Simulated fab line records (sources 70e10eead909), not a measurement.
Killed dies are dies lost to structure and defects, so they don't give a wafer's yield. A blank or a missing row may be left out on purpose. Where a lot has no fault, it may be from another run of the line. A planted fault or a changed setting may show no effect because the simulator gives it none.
Which tool was responsible? | flow nand harc | 12 lots, 36 wafers sampled, at 5 steps of a route of 1159

WHAT EACH GAUGE READ, for each wafer
NHARC_A_M1_INSPECT_11. Usual: 31 for raw defect count, sd 15.
lot  | measured     | on                | raw defect count | flag
L813 | day 18 04:31 | defect inspect-02 | 26 25 34         |
L815 | day 18 16:38 | defect inspect-01 | 21 23 27         |
L820 | day 19 07:58 | defect inspect-02 | 23 24 18         |
L818 | day 19 11:18 | defect inspect-02 | 31 40 21         |
L822 | day 20 04:18 | defect inspect-01 | 71 38 39         |
L827 | day 21 00:26 | defect inspect-01 | 42 43 43         |
L829 | day 21 17:26 | defect inspect-01 | 9 14 17          |
L830 | day 22 07:49 | defect inspect-02 | 15 18 16         |
L831 | day 22 09:18 | defect inspect-01 | 32 32 39         |
L832 | day 22 21:57 | defect inspect-01 | 40 46 48         |
L834 | day 23 02:02 | defect inspect-02 | 32 41 46         |
L836 | day 23 07:46 | defect inspect-01 | 18 16 17         |

NHARC_END_SORT_01. Usual: defect limited yield 95.4 %, standard deviation 1.6; killed at array 27, standard deviation 11; killed at other 0.8, standard deviation 1.4; killed at periphery 3.3, standard deviation 2; killed dies 31, standard deviation 11; killed open 3.4, standard deviation 1.8; killed short 2.1, standard deviation 1.3; sort_bin_2_pct 1.4 %, standard deviation 0.7; sort_bin_3_pct 0.24 %, standard deviation 0.21; sort_bin_4_pct 2.9 %, standard deviation 1; sort n pass 646, standard deviation 11; sort rim yield pct 95.4 %, standard deviation 2.8; sort yield pct 95.4 %, standard deviation 1.6.
lot  | measured     | on        | defect limited yield (%) | killed at array | killed at other | killed at periphery | killed dies | killed open | killed short | sort_bin_2_pct (%) | sort_bin_3_pct (%) | sort_bin_4_pct (%) | sort n pass | sort rim yield pct (%) | sort yield pct (%) | flag
L818 | day 21 04:47 | prober-01 | 95.6 94.8 96.0           | 29 33 22        | 0 0 0           | 1 2 5               | 30 35 27    | 3 1 6       | 1 5 0        | 1.8 1.3 1.6        | 0.15 0.30 0.44     | 2.5 3.5 1.9        | 647 642 650 | 99.1 92.5 100.0        | 95.6 94.8 96.0     |

TOOL THAT RAN EACH LOT (tool first, then ch and the chambers of the sampled wafers, then the start)
lot  | NHARC_A_M1_ETCH_35                 | NHARC_A_M1_STRIP_19                 | NHARC_A_M1_ANNEAL_31
L813 | rie diel-05 ch 0,2, day 18 04:40   | wet bench-10 ch 1,2,6, day 18 05:20 | rtp anneal-02 ch 0, day 18 06:23
L815 | rie diel-02 ch 0,2,3, day 18 16:47 | wet bench-08 ch 2,5,7, day 18 17:28 | rtp anneal-02 ch 0, day 18 18:31
L820 | rie diel-05 ch 0,1,3, day 19 08:07 | wet bench-10 ch 2,3,7, day 19 08:47 | rtp anneal-01 ch 0, day 19 09:52
L818 | rie diel-02 ch 2,3, day 19 11:27   | wet bench-08 ch 0,3,7, day 19 12:08 | rtp anneal-01 ch 0, day 19 13:18
L822 | rie diel-05 ch 1,2,3, day 20 04:27 | wet bench-10 ch 1,2,7, day 20 05:07 | rtp anneal-01 ch 0, day 20 06:08
L827 | rie diel-05 ch 0,1,3, day 21 00:35 | wet bench-10 ch 3,6,7, day 21 01:14 | rtp anneal-02 ch 0, day 21 02:17
L829 | rie diel-02 ch 0,2,3, day 21 17:35 | wet bench-08 ch 2,3,6, day 21 18:15 | rtp anneal-01 ch 0, day 21 19:16
L830 | rie diel-05 ch 1,2,3, day 22 07:59 | wet bench-10 ch 1,4,5, day 22 08:38 | rtp anneal-02 ch 0, day 22 09:43
L831 | rie diel-10 ch 0,2, day 22 09:26   | wet bench-08 ch 0,5,6, day 22 10:07 | rtp anneal-02 ch 0, day 22 11:11
L832 | rie diel-10 ch 0,1, day 22 22:07   | wet bench-08 ch 0,4,5, day 22 22:46 | rtp anneal-01 ch 0, day 22 23:56
L834 | rie diel-02 ch 0,2, day 23 02:11   | wet bench-08 ch 2,3,6, day 23 02:51 | rtp anneal-02 ch 0, day 23 04:05
L836 | rie diel-02 ch 0,2,3, day 23 07:55 | wet bench-08 ch 0,4,5, day 23 08:35 | rtp anneal-01 ch 0, day 23 09:36
- NHARC_A_M1_ETCH_35: etches the open film in N2/H2, target depth 40 nm, overetch 12 nm, time 43.94 s.
- NHARC_A_M1_STRIP_19: strips in post etch residue remover, time 600 s.
- NHARC_A_M1_ANNEAL_31: time 90 s.

AS READ BY THE TOOLS THEMSELVES (means over the sampled wafers that have a number; for cases with no such wafer, the mark the record gives instead)
NHARC_A_M1_ETCH_35. Usual: drypump motor current A 5.6 A, standard deviation 0.46; oes product au 1.000 a.u., standard deviation 0.0073; rf vpp V 429.3 V, standard deviation 2.8; showerhead plenum p Torr 1.99 Torr, standard deviation 0.094; throttle valve pct 14.171 %, standard deviation 0.0092.
lot  | tool        | drypump motor current A (A) | oes product au (a.u.) | rf vpp V (V) | showerhead plenum p Torr (Torr) | throttle valve pct (%) | flag
L813 | rie diel-05 | 6.2                         | 0.997                 | 432.2        | 2.10                            | 14.174                 |
L815 | rie diel-02 | 5.6                         | 1.003                 | 429.6        | 2.01                            | 14.167                 |
L820 | rie diel-05 | 6.0                         | 0.999                 | 430.9        | 2.05                            | 14.174                 |
L818 | rie diel-02 | 5.4                         | 1.006                 | 428.5        | 1.97                            | 14.164                 |
L822 | rie diel-05 | 5.7                         | 1.000                 | 427.7        | 1.96                            | 14.183                 |
L827 | rie diel-05 | 5.9                         | 0.999                 | 431.1        | 2.05                            | 14.181                 |
L829 | rie diel-02 | 5.6                         | 1.007                 | 429.9        | 2.01                            | 14.162                 |
L830 | rie diel-05 | 5.7                         | 0.996                 | 428.7        | 1.96                            | 14.167                 |
L831 | rie diel-10 | 5.6                         | 0.991                 | 429.9        | 2.02                            | 14.182                 |
L832 | rie diel-10 | 5.0                         | 0.998                 | 428.1        | 1.97                            | 14.167                 |
L834 | rie diel-02 | 5.8                         | 1.005                 | 430.2        | 2.04                            | 14.172                 |
L836 | rie diel-02 | 5.6                         | 1.003                 | 429.0        | 2.01                            | 14.168                 |

NHARC_A_M1_STRIP_19. Usual: 603.1 s for run length s, sd 1.
lot  | tool         | run length s (s) | flag
L813 | wet bench-10 | 603.1            |
L815 | wet bench-08 | 603.9            |
L820 | wet bench-10 | 603.3            |
L818 | wet bench-08 | 603.5            |
L822 | wet bench-10 | 603.6            |
L827 | wet bench-10 | 726.5            | OFF
L829 | wet bench-08 | 602.6            |
L830 | wet bench-10 | 727.5            | OFF
L831 | wet bench-08 | 602.4            |
L832 | wet bench-08 | 602.5            |
L834 | wet bench-08 | 602.7            |
L836 | wet bench-08 | 603.1            |

NHARC_A_M1_ANNEAL_31. Usual: 226.4 for wafer_temp_C_max, sd 0.32.
lot  | tool          | wafer_temp_C_max | flag
L813 | rtp anneal-02 | 226.3            |
L815 | rtp anneal-02 | 226.1            |
L820 | rtp anneal-01 | 226.7            |
L818 | rtp anneal-01 | 226.5            |
L822 | rtp anneal-01 | 226.4            |
L827 | rtp anneal-02 | 226.3            |
L829 | rtp anneal-01 | 226.5            |
L830 | rtp anneal-02 | 226.2            |
L831 | rtp anneal-02 | 226.1            |
L832 | rtp anneal-01 | 226.7            |
L834 | rtp anneal-02 | 226.3            |
L836 | rtp anneal-01 | 226.2            |

THE ANSWER, worked out from the rows above alone
Rule: a lot counts as off when the mean over its wafers that have a number is more than 3 standard deviations away from the usual mean. Also off: a lot with no number at a reading for which 4 or more lots have one. The other lots that the step has rows for count as sound. Order of review: gauges by route order, followed by the tools' own readings, for which a lot's mean as printed above is used. The first step at which some lot is off is used, and at that step the reading that is off furthest; a lot without a number counts as furthest.
Off: L827, L830 (NHARC_A_M1_STRIP_19, run length s).
If a tool, at that step or one of the process steps before it, ran each lot that is off and ran no sound lot following the first of them, it fits. This does not decide it: 2 tools fit, namely rie diel-05 at NHARC_A_M1_ETCH_35 and wet bench-10 at NHARC_A_M1_STRIP_19.

WHAT THE SIMULATOR HAD INSERTED
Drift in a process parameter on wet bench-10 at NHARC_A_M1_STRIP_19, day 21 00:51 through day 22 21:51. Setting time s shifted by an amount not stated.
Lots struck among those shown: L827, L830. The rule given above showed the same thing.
